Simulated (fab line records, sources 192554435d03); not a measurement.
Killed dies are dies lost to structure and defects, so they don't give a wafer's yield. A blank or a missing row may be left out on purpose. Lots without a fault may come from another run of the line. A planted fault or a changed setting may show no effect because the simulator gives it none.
Which tool did it? | flow n5_finfet | 11 lots, 33 wafers sampled, at 2 steps of a route of 1938

WHAT THE GAUGES READ, wafer by wafer
N5_BEOL_M12_OVL_MEAS_11. Usual: V11_OVL 0 nm, standard deviation 5.4.
lot  | measured     | on         | V11_OVL (nm) | flag
L238 | day 11 08:23 | overlay-01 | 0 4 -5       |
L239 | day 11 19:33 | overlay-02 | 10 8 1       |
L240 | day 12 05:08 | overlay-01 | 3 -3 0       |
L243 | day 12 17:28 | overlay-01 | 4 2 -2       |
L245 | day 13 05:10 | overlay-02 | -2 4 5       |
L251 | day 14 21:07 | overlay-01 | -7 -5 -6     |
L252 | day 15 02:47 | overlay-01 | 5 0 5        |
L255 | day 15 18:47 | overlay-01 | -1 -4 4      |
L256 | day 15 18:45 | overlay-01 | 1 2 0        |
L257 | day 16 16:20 | overlay-02 | -9 3 -10     |
L261 | day 16 20:53 | overlay-01 | -2 4 5       |

WHICH TOOL RAN EACH LOT (tool, then ch and the chambers of the sampled wafers, then the start)
lot  | N5_BEOL_M11_DEGAS_44
L238 | pvd_sputter-01, day 11 05:56
L239 | pvd_sputter-02, day 11 16:52
L240 | pvd_sputter-03, day 12 02:16
L243 | pvd_sputter-01, day 12 14:56
L245 | pvd_sputter-02, day 13 02:07
L251 | pvd_sputter-01, day 14 18:43
L252 | pvd_sputter-01, day 14 23:59
L255 | pvd_sputter-01, day 15 15:56
L256 | pvd_sputter-03, day 15 15:57
L257 | pvd_sputter-01, day 16 14:03
L261 | pvd_sputter-02, day 16 18:26
- N5_BEOL_M11_DEGAS_44: time 60 s.

WHAT THE TOOLS THEMSELVES READ (means of the sampled wafers that have a number; where no wafer has one, the mark that the record gives instead)
N5_BEOL_M11_DEGAS_44. Usual: heater_power_w 328 W, standard deviation 41.
lot  | tool           | heater_power_w (W) | flag
L238 | pvd_sputter-01 | 349                |
L239 | pvd_sputter-02 | 321                |
L240 | pvd_sputter-03 | 345                |
L243 | pvd_sputter-01 | 304                |
L245 | pvd_sputter-02 | 339                |
L251 | pvd_sputter-01 | 287                |
L252 | pvd_sputter-01 | 348                |
L255 | pvd_sputter-01 | 260                |
L256 | pvd_sputter-03 | 348                |
L257 | pvd_sputter-01 | 305                |
L261 | pvd_sputter-02 | 322                |

THE ANSWER, worked out from the rows above alone
Rule: a lot is off if the mean of its wafers that have a number lies more than 3 standard deviations from the usual mean. A lot without any number at a reading at which 4 lots or more have one is off too. The other lots that the step has rows for count as sound. The gauges are gone through in route order, then the tools' own readings, and for those a lot's mean is taken as printed above. The first step at which some lot is off is used, and at that step the reading that is off furthest; a lot without a number counts as furthest.
No lot is off at any reading shown: from this, nothing can be told.

WHAT THE SIMULATOR HAD PUT IN
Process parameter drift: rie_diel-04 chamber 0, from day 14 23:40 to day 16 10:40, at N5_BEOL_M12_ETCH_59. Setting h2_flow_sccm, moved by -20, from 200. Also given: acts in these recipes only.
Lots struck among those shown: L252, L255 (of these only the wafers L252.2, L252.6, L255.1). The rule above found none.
